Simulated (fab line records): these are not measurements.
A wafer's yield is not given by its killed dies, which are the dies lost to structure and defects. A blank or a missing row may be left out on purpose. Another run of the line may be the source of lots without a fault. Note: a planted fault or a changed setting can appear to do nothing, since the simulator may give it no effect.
Which tool was responsible? :: flow nand_harc :: Sampling: 24 lots, 72 wafers, 3 of 1159 route steps

## WHAT THE GAUGES SHOWED, per wafer
NHARC_P_BONDPAD_THK_MEAS_33: measures by ellipsometry.
lot: L074
measured: day 6 07:23
on: film_metro-02
thk_nm (nm): 199.9 199.4 203.6

lot: L077
measured: day 7 00:21
on: film_metro-02
thk_nm (nm): 203.0 201.4 200.5

lot: L076
measured: day 7 05:05
on: film_metro-02
thk_nm (nm): 200.2 201.4 199.5

lot: L075
measured: day 7 07:25
on: film_metro-01
thk_nm (nm): 199.9 202.2 203.7

lot: L078
measured: day 7 08:13
on: film_metro-01
thk_nm (nm): 202.9 201.1 201.0

lot: L079
measured: day 7 14:14
on: film_metro-02
thk_nm (nm): 201.6 203.0 200.2

lot: L080
measured: day 7 15:07
on: film_metro-01
thk_nm (nm): 199.9 202.6 202.0

lot: L082
measured: day 8 01:50
on: film_metro-02
thk_nm (nm): 200.8 199.4 200.2

lot: L081
measured: day 8 03:07
on: film_metro-01
thk_nm (nm): 199.9 200.7 202.7

lot: L084
measured: day 8 13:32
on: film_metro-02
thk_nm (nm): 202.1 202.4 201.3

lot: L083
measured: day 8 16:13
on: film_metro-02
thk_nm (nm): 199.9 202.4 201.4

lot: L086
measured: day 9 18:06
on: film_metro-02
thk_nm (nm): 201.1 199.5 198.3

lot: L087
measured: day 9 18:31
on: film_metro-02
thk_nm (nm): 200.2 199.3 200.0

lot: L085
measured: day 9 19:21
on: film_metro-02
thk_nm (nm): 202.0 200.5 200.8

lot: L089
measured: day 10 00:38
on: film_metro-02
thk_nm (nm): 200.9 200.6 203.7

lot: L088
measured: day 10 01:38
on: film_metro-01
thk_nm (nm): 202.6 198.9 202.8

lot: L090
measured: day 10 08:13
on: film_metro-02
thk_nm (nm): 199.5 200.8 202.0

lot: L092
measured: day 10 14:59
on: film_metro-02
thk_nm (nm): 200.3 198.8 197.7

lot: L091
measured: day 10 16:09
on: film_metro-02
thk_nm (nm): 198.8 199.1 198.5

lot: L093
measured: day 11 06:23
on: film_metro-01
thk_nm (nm): 199.4 201.3 201.5

lot: L094
measured: day 11 06:47
on: film_metro-01
thk_nm (nm): 201.7 199.1 200.2

lot: L095
measured: day 11 15:23
on: film_metro-02
thk_nm (nm): 200.6 200.3 201.5

lot: L096
measured: day 11 23:29
on: film_metro-01
thk_nm (nm): 200.8 200.2 201.6

lot: L097
measured: day 12 00:32
on: film_metro-01
thk_nm (nm): 200.0 201.3 199.2

NHARC_A_CHANNEL_HOLE_D1_INSPECT_40.
lot: L074
measured: day 8 12:14
on: defect_inspect-02
raw_defect_count: 46 45 35

lot: L077
measured: day 9 03:13
on: defect_inspect-02
raw_defect_count: 53 53 73

lot: L076
measured: day 9 07:25
on: defect_inspect-01
raw_defect_count: 47 46 41

lot: L075
measured: day 9 08:31
on: defect_inspect-01
raw_defect_count: 41 50 66

lot: L078
measured: day 9 11:34
on: defect_inspect-02
raw_defect_count: 63 73 79

lot: L079
measured: day 9 18:08
on: defect_inspect-01
raw_defect_count: 74 100 83

lot: L080
measured: day 9 18:15
on: defect_inspect-02
raw_defect_count: 35 32 38

lot: L082
measured: day 10 08:25
on: defect_inspect-01
raw_defect_count: 59 38 72

lot: L081
measured: day 10 08:47
on: defect_inspect-02
raw_defect_count: 48 35 36

lot: L084
measured: day 10 22:47
on: defect_inspect-01
raw_defect_count: 48 46 58

lot: L083
measured: day 11 02:17
on: defect_inspect-02
raw_defect_count: 48 37 54

lot: L086
measured: day 11 22:38
on: defect_inspect-01
raw_defect_count: 82 62 70

lot: L087
measured: day 11 19:32
on: defect_inspect-01
raw_defect_count: 26 35 23

lot: L085
measured: day 12 01:22
on: defect_inspect-02
raw_defect_count: 59 50 68

lot: L089
measured: day 12 05:32
on: defect_inspect-01
raw_defect_count: 54 59 68

lot: L088
measured: day 12 02:48
on: defect_inspect-01
raw_defect_count: 69 79 124

lot: L090
measured: day 12 12:14
on: defect_inspect-02
raw_defect_count: 38 59 66

lot: L092
measured: day 12 17:53
on: defect_inspect-02
raw_defect_count: 41 34 37

lot: L091
measured: day 12 17:16
on: defect_inspect-02
raw_defect_count: 50 63 61

lot: L093
measured: day 13 11:20
on: defect_inspect-02
raw_defect_count: 68 65 60

lot: L094
measured: day 13 09:53
on: defect_inspect-02
raw_defect_count: 30 61 73

lot: L095
measured: day 13 17:52
on: defect_inspect-01
raw_defect_count: 60 46 59

lot: L096
measured: day 14 13:19
on: defect_inspect-01
raw_defect_count: 50 72 55

lot: L097
measured: day 14 09:08
on: defect_inspect-01
raw_defect_count: 65 57 46

## WHAT TOOL EACH LOT RAN ON (gives the tool, then ch and the chambers of the sampled wafers, and finally the start)
lot: L074
NHARC_P_M2_DEGAS_29: pvd_sputter-01, day 6 04:38

lot: L077
NHARC_P_M2_DEGAS_29: pvd_sputter-03, day 6 21:31

lot: L076
NHARC_P_M2_DEGAS_29: pvd_sputter-02, day 7 02:18

lot: L075
NHARC_P_M2_DEGAS_29: pvd_sputter-01, day 7 03:50

lot: L078
NHARC_P_M2_DEGAS_29: pvd_sputter-01, day 7 05:24

lot: L079
NHARC_P_M2_DEGAS_29: pvd_sputter-01, day 7 11:28

lot: L080
NHARC_P_M2_DEGAS_29: pvd_sputter-02, day 7 12:18

lot: L082
NHARC_P_M2_DEGAS_29: pvd_sputter-03, day 7 22:53

lot: L081
NHARC_P_M2_DEGAS_29: pvd_sputter-01, day 8 00:19

lot: L084
NHARC_P_M2_DEGAS_29: pvd_sputter-02, day 8 10:46

lot: L083
NHARC_P_M2_DEGAS_29: pvd_sputter-03, day 8 13:25

lot: L086
NHARC_P_M2_DEGAS_29: pvd_sputter-03, day 9 15:10

lot: L087
NHARC_P_M2_DEGAS_29: pvd_sputter-02, day 9 15:44

lot: L085
NHARC_P_M2_DEGAS_29: pvd_sputter-01, day 9 16:25

lot: L089
NHARC_P_M2_DEGAS_29: pvd_sputter-02, day 9 21:53

lot: L088
NHARC_P_M2_DEGAS_29: pvd_sputter-02, day 9 22:43

lot: L090
NHARC_P_M2_DEGAS_29: pvd_sputter-01, day 10 05:18

lot: L092
NHARC_P_M2_DEGAS_29: pvd_sputter-03, day 10 12:11

lot: L091
NHARC_P_M2_DEGAS_29: pvd_sputter-03, day 10 13:17

lot: L093
NHARC_P_M2_DEGAS_29: pvd_sputter-03, day 11 02:49

lot: L094
NHARC_P_M2_DEGAS_29: pvd_sputter-01, day 11 03:42

lot: L095
NHARC_P_M2_DEGAS_29: pvd_sputter-03, day 11 11:16

lot: L096
NHARC_P_M2_DEGAS_29: pvd_sputter-02, day 11 20:35

lot: L097
NHARC_P_M2_DEGAS_29: pvd_sputter-03, day 11 21:23
- NHARC_P_M2_DEGAS_29: time 60 s.

## AS READ BY THE TOOLS THEMSELVES (means over the sampled wafers that have a number; for cases with no such wafer, the mark the record gives instead)
NHARC_P_M2_DEGAS_29.
lot: L074
tool: pvd_sputter-01
heater_power_w (W): 322

lot: L077
tool: pvd_sputter-03
heater_power_w (W): 320

lot: L076
tool: pvd_sputter-02
heater_power_w (W): 328

lot: L075
tool: pvd_sputter-01
heater_power_w (W): 336

lot: L078
tool: pvd_sputter-01
heater_power_w (W): 355

lot: L079
tool: pvd_sputter-01
heater_power_w (W): 336

lot: L080
tool: pvd_sputter-02
heater_power_w (W): 336

lot: L082
tool: pvd_sputter-03
heater_power_w (W): 344

lot: L081
tool: pvd_sputter-01
heater_power_w (W): 363

lot: L084
tool: pvd_sputter-02
heater_power_w (W): 322

lot: L083
tool: pvd_sputter-03
heater_power_w (W): 328

lot: L086
tool: pvd_sputter-03
heater_power_w (W): 335

lot: L087
tool: pvd_sputter-02
heater_power_w (W): 323

lot: L085
tool: pvd_sputter-01
heater_power_w (W): 374

lot: L089
tool: pvd_sputter-02
heater_power_w (W): 333

lot: L088
tool: pvd_sputter-02
heater_power_w (W): 330

lot: L090
tool: pvd_sputter-01
heater_power_w (W): 343

lot: L092
tool: pvd_sputter-03
heater_power_w (W): 326

lot: L091
tool: pvd_sputter-03
heater_power_w (W): 315

lot: L093
tool: pvd_sputter-03
heater_power_w (W): 329

lot: L094
tool: pvd_sputter-01
heater_power_w (W): 320

lot: L095
tool: pvd_sputter-03
heater_power_w (W): 339

lot: L096
tool: pvd_sputter-02
heater_power_w (W): 336

lot: L097
tool: pvd_sputter-03
heater_power_w (W): 323

## THE ANSWER, worked out from the rows above alone
Rule: usual is defined by the lots themselves. The widest of any qualifying gaps counts: lots, ordered by their means at a reading, are off when they make up no more than a third of the lots, leave a main group of 4 or more, and stand apart from it by 3 or more times the standard deviation of that group's means. A main group whose means are all the same, to the digits that the tables above print for the reading, isn't used. Also off: a lot with no number at a reading for which 4 or more lots have one. Any other lot the step has rows for is counted as sound. The gauges are gone through in route order, then the tools' own readings, and for those a lot's mean is taken as printed above. The first step at which some lot is off is used, and at that step the reading that is off furthest; a lot without a number counts as furthest.
No lot is off at any reading shown: from this, nothing can be told.

## WHAT HAD BEEN PUT IN BY THE SIMULATOR
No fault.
